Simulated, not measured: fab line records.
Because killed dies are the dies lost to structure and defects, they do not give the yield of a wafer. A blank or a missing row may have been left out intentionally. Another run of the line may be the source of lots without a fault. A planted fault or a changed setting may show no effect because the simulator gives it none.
Which tool did it?	flow n5 finfet	Sampling: 10 lots, 30 wafers, 3 of 1938 route steps

== WHAT THE GAUGES SHOWED, per wafer ==
N5_DUMMY_GATE_INSPECT_27: inspects for defects (brightfield).
lot	measured	on	raw defect count
L668	day 3 01:28	defect inspect-01	237 229 233
L670	day 3 18:46	defect inspect-02	208 215 245
L672	day 3 23:50	defect inspect-02	426 327 264
L673	day 4 09:13	defect inspect-01	230 313 229
L676	day 5 07:58	defect inspect-02	206 276 335
L684	day 6 23:52	defect inspect-02	723 792 813
L685	day 7 10:40	defect inspect-02	940 848 928
L686	day 7 10:23	defect inspect-02	397 249 315
L688	day 8 01:46	defect inspect-02	201 288 265
L691	day 8 20:04	defect inspect-01	198 290 287

== TOOL THAT RAN EACH LOT (tool first, then ch and the chambers of the sampled wafers, then the start) ==
lot	N5_STI_FIN_REVEAL_OXIDATION_33	N5_DUMMY_GATE_ETCH_36
L668	plasma asher-01 ch 1, day 2 14:56	rie diel-04 ch 0,2, day 3 00:22
L670	plasma asher-01 ch 0,1, day 3 04:11	rie diel-02 ch 0,1,2, day 3 17:43
L672	plasma asher-01 ch 0,1, day 3 13:45	rie diel-02 ch 0,1,2, day 3 22:47
L673	plasma asher-02 ch 0,1, day 3 19:10	rie diel-02 ch 0,3, day 4 07:37
L676	plasma asher-02 ch 0,1, day 4 12:25	rie diel-02 ch 0,1,2, day 5 06:04
L684	plasma asher-01 ch 0,1, day 6 13:15	rie diel-02 ch 2,3, day 6 22:34
L685	plasma asher-01 ch 0,1, day 6 18:49	rie diel-02 ch 1,2,3, day 7 09:31
L686	plasma asher-01 ch 0,1, day 7 00:10	rie diel-05 ch 0,3, day 7 09:18
L688	plasma asher-01 ch 0,1, day 7 14:53	rie diel-05 ch 0,2, day 8 00:41
L691	plasma asher-01 ch 0,1, day 8 07:55	rie diel-04 ch 0,2,3, day 8 19:01
- N5_STI_FIN_REVEAL_OXIDATION_33: chemistry O2 PLASMA REMOTE, time 20 s.
- N5_DUMMY_GATE_ETCH_36: etches SiARC in CF4, target depth 13 nm.

== THE ANSWER, worked out from the rows above alone ==
Rule: what is usual is taken from the lots themselves. The widest of any qualifying gaps counts: lots, ordered by their means at a reading, are off when they make up no more than a third of the lots, leave a main group of 4 or more, and stand apart from it by 3 or more times the standard deviation of that group's means. Not used: any main group whose means are identical at the precision the tables above print for the reading. Also off: a lot with no number at a reading for which 4 or more lots have one. Any other lot the step has rows for is counted as sound.
Off, at N5_DUMMY_GATE_INSPECT_27 on raw defect count: L684, L685. For the main group the mean is 269 and the standard deviation 38.
A tool fits if, at a process step before that reading, it ran every lot that is off, and no sound lot after the first of them. The gauges at N5_DUMMY_GATE_INSPECT_27 are tried like those tools. One fits: rie diel-02 at N5_DUMMY_GATE_ETCH_36. Its last sound lot is L676 (day 5 06:04), its first lot that is off L684 (day 6 22:34): a fault that began between those two fits.

== WHAT WAS PUT IN BY THE SIMULATOR ==
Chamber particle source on rie diel-02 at N5_DUMMY_GATE_ETCH_36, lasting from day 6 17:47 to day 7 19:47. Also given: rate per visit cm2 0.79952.
Shown lots that were struck: L684, L685. The rule above reached the same finding.
